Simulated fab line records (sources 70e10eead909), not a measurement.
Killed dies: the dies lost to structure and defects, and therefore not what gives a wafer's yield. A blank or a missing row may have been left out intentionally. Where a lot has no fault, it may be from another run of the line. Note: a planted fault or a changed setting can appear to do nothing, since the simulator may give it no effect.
Chamber matching -- flow nand-harc -- NHARC_A_SLIT_ETCH_29 on rie-diel-07: 4 sister chambers
The step etches the open film in CF4/O2, target depth 100 nm, overetch 10 nm, time 55 s. 16 wafers are shown with their chamber, then 8 later ones without.

EACH WAFER AND ITS CHAMBER
wafer,chamber,drypump-motor-current-A (A),oes-product-au (a.u.),rf-vpp-V (V)
L075.1,0,5.8,1.000,198.4
L075.4,1,6.2,1.015,199.7
L075.5,0,5.8,1.008,196.7
L080.1,3,5.2,0.991,199.9
L080.4,2,5.8,0.992,200.1
L080.6,1,6.2,1.005,200.3
L082.3,1,6.2,1.012,199.0
L082.4,3,5.2,1.006,199.6
L082.6,3,5.2,0.997,200.0
L086.2,2,5.8,0.996,198.5
L086.3,3,5.2,0.999,200.1
L086.6,2,5.9,0.997,199.7
L083.1,3,5.2,1.014,199.1
L083.3,0,5.8,1.006,198.8
L083.5,3,5.2,1.014,200.3
L091.2,3,5.2,1.010,201.1

SIGNATURES (averages over the wafers above)
reading,chamber 0,chamber 1,chamber 2,chamber 3,scatter within a chamber
drypump-motor-current-A,5.800,6.200,5.833,5.200,0.0236
oes-product-au,1.00467,1.01067,0.99500,1.00443,0.00697
rf-vpp-V,197.967,199.667,199.433,200.014,0.764
Rule: distance of a wafer from a chamber = root of the sum over the readings of ((wafer's reading minus chamber's mean) / reading's scatter) squared. The wafer belongs to the nearest chamber; if the next one is less than 2 further off, it can't be placed. The scatter: the root of (the sum of the squares of (reading less its chamber's mean) over the shown wafers, divided by (wafers less chambers)).

WAFERS MISSING THEIR CHAMBER
wafer,drypump-motor-current-A (A),oes-product-au (a.u.),rf-vpp-V (V)
L091.3,6.2,1.014,198.4
L091.6,5.8,0.999,198.9
L093.3,5.2,0.995,199.9
L093.4,6.2,1.008,198.9
L093.6,5.8,0.988,198.8
L090.1,5.2,0.995,199.3
L090.5,6.2,1.011,199.4
L090.6,5.8,0.991,199.4

WHICH CHAMBER EACH WENT THROUGH
wafer,from the rows above,in truth
L091.3,1,1
L091.6,can't be placed: 0 or 2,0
L093.3,3,3
L093.4,1,1
L093.6,can't be placed: 2 or 0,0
L090.1,3,3
L090.5,1,1
L090.6,can't be placed: 2 or 0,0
Correctly placed: 5 of 8. From these rows, 3 cannot be placed; in 3 the true chamber is one of the candidates. Placed wrongly: 0.
